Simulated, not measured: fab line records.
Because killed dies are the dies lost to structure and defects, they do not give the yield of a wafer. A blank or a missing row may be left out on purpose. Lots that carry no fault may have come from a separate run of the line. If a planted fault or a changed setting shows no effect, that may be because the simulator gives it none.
Matching of chambers / flow n5_finfet / 4 sister chambers for N5_BEOL_M0_ETCH_138 on rie_diel-02
The step etches SiCN in CH3F/O2, target depth 12 nm, time 31.6 s. 16 wafers are shown with their chamber, then 8 later ones without.

== WAFERS, EACH WITH ITS CHAMBER ==
wafer=L074.1; chamber=2; drypump_motor_current_A (A)=6.3; showerhead_plenum_p_Torr (Torr)=2.14; throttle_valve_pct (%)=16.30
wafer=L074.2; chamber=1; drypump_motor_current_A (A)=5.0; showerhead_plenum_p_Torr (Torr)=2.13; throttle_valve_pct (%)=16.27
wafer=L074.3; chamber=3; drypump_motor_current_A (A)=5.2; showerhead_plenum_p_Torr (Torr)=2.02; throttle_valve_pct (%)=16.37
wafer=L077.4; chamber=2; drypump_motor_current_A (A)=6.3; showerhead_plenum_p_Torr (Torr)=2.14; throttle_valve_pct (%)=16.30
wafer=L077.5; chamber=3; drypump_motor_current_A (A)=5.2; showerhead_plenum_p_Torr (Torr)=2.02; throttle_valve_pct (%)=16.39
wafer=L077.6; chamber=2; drypump_motor_current_A (A)=6.4; showerhead_plenum_p_Torr (Torr)=2.14; throttle_valve_pct (%)=16.31
wafer=L078.2; chamber=1; drypump_motor_current_A (A)=5.0; showerhead_plenum_p_Torr (Torr)=2.12; throttle_valve_pct (%)=16.28
wafer=L078.4; chamber=1; drypump_motor_current_A (A)=5.0; showerhead_plenum_p_Torr (Torr)=2.12; throttle_valve_pct (%)=16.30
wafer=L078.5; chamber=3; drypump_motor_current_A (A)=5.2; showerhead_plenum_p_Torr (Torr)=2.01; throttle_valve_pct (%)=16.40
wafer=L086.3; chamber=0; drypump_motor_current_A (A)=4.9; showerhead_plenum_p_Torr (Torr)=1.98; throttle_valve_pct (%)=16.16
wafer=L086.4; chamber=1; drypump_motor_current_A (A)=5.0; showerhead_plenum_p_Torr (Torr)=2.12; throttle_valve_pct (%)=16.32
wafer=L086.6; chamber=3; drypump_motor_current_A (A)=5.2; showerhead_plenum_p_Torr (Torr)=2.01; throttle_valve_pct (%)=16.41
wafer=L090.1; chamber=0; drypump_motor_current_A (A)=4.9; showerhead_plenum_p_Torr (Torr)=1.98; throttle_valve_pct (%)=16.15
wafer=L090.2; chamber=2; drypump_motor_current_A (A)=6.4; showerhead_plenum_p_Torr (Torr)=2.13; throttle_valve_pct (%)=16.35
wafer=L090.3; chamber=3; drypump_motor_current_A (A)=5.2; showerhead_plenum_p_Torr (Torr)=2.01; throttle_valve_pct (%)=16.44
wafer=L093.2; chamber=2; drypump_motor_current_A (A)=6.3; showerhead_plenum_p_Torr (Torr)=2.13; throttle_valve_pct (%)=16.38

SIGNATURES (means of the wafers above)
reading=drypump_motor_current_A; chamber 0=4.900; chamber 1=5.000; chamber 2=6.340; chamber 3=5.200; scatter within a chamber=0.0316
reading=showerhead_plenum_p_Torr; chamber 0=1.9800; chamber 1=2.1225; chamber 2=2.1360; chamber 3=2.0140; scatter within a chamber=0.00512
reading=throttle_valve_pct; chamber 0=16.1550; chamber 1=16.2925; chamber 2=16.3280; chamber 3=16.4020; scatter within a chamber=0.0278
Rule: a wafer lies at a distance from a chamber equal to the root of the sum of squares, over the readings, of (its reading less the chamber's mean, divided by the reading's scatter). The wafer belongs to the nearest chamber; if the next one is less than 2 further off, it can't be placed. The scatter is the square root of a quotient: the sum, over the shown wafers, of each reading's squared deviation from its chamber's mean, divided by wafers minus chambers.

== WAFERS WITH NO CHAMBER GIVEN ==
wafer=L093.4; drypump_motor_current_A (A)=5.0; showerhead_plenum_p_Torr (Torr)=2.11; throttle_valve_pct (%)=16.36
wafer=L093.6; drypump_motor_current_A (A)=5.0; showerhead_plenum_p_Torr (Torr)=2.11; throttle_valve_pct (%)=16.34
wafer=L094.2; drypump_motor_current_A (A)=6.3; showerhead_plenum_p_Torr (Torr)=2.13; throttle_valve_pct (%)=16.37
wafer=L094.3; drypump_motor_current_A (A)=5.2; showerhead_plenum_p_Torr (Torr)=2.01; throttle_valve_pct (%)=16.45
wafer=L094.5; drypump_motor_current_A (A)=4.9; showerhead_plenum_p_Torr (Torr)=1.98; throttle_valve_pct (%)=16.16
wafer=L095.1; drypump_motor_current_A (A)=5.0; showerhead_plenum_p_Torr (Torr)=2.11; throttle_valve_pct (%)=16.35
wafer=L095.4; drypump_motor_current_A (A)=5.2; showerhead_plenum_p_Torr (Torr)=2.01; throttle_valve_pct (%)=16.45
wafer=L095.6; drypump_motor_current_A (A)=5.2; showerhead_plenum_p_Torr (Torr)=2.01; throttle_valve_pct (%)=16.45

== WHICH CHAMBER EACH WENT THROUGH ==
wafer=L093.4; from the rows above=1; in truth=1
wafer=L093.6; from the rows above=1; in truth=1
wafer=L094.2; from the rows above=2; in truth=2
wafer=L094.3; from the rows above=3; in truth=3
wafer=L094.5; from the rows above=0; in truth=0
wafer=L095.1; from the rows above=1; in truth=1
wafer=L095.4; from the rows above=3; in truth=3
wafer=L095.6; from the rows above=3; in truth=3
8 of 8 placed correctly. Left unplaced by these rows: 0. Number placed wrongly: 0.
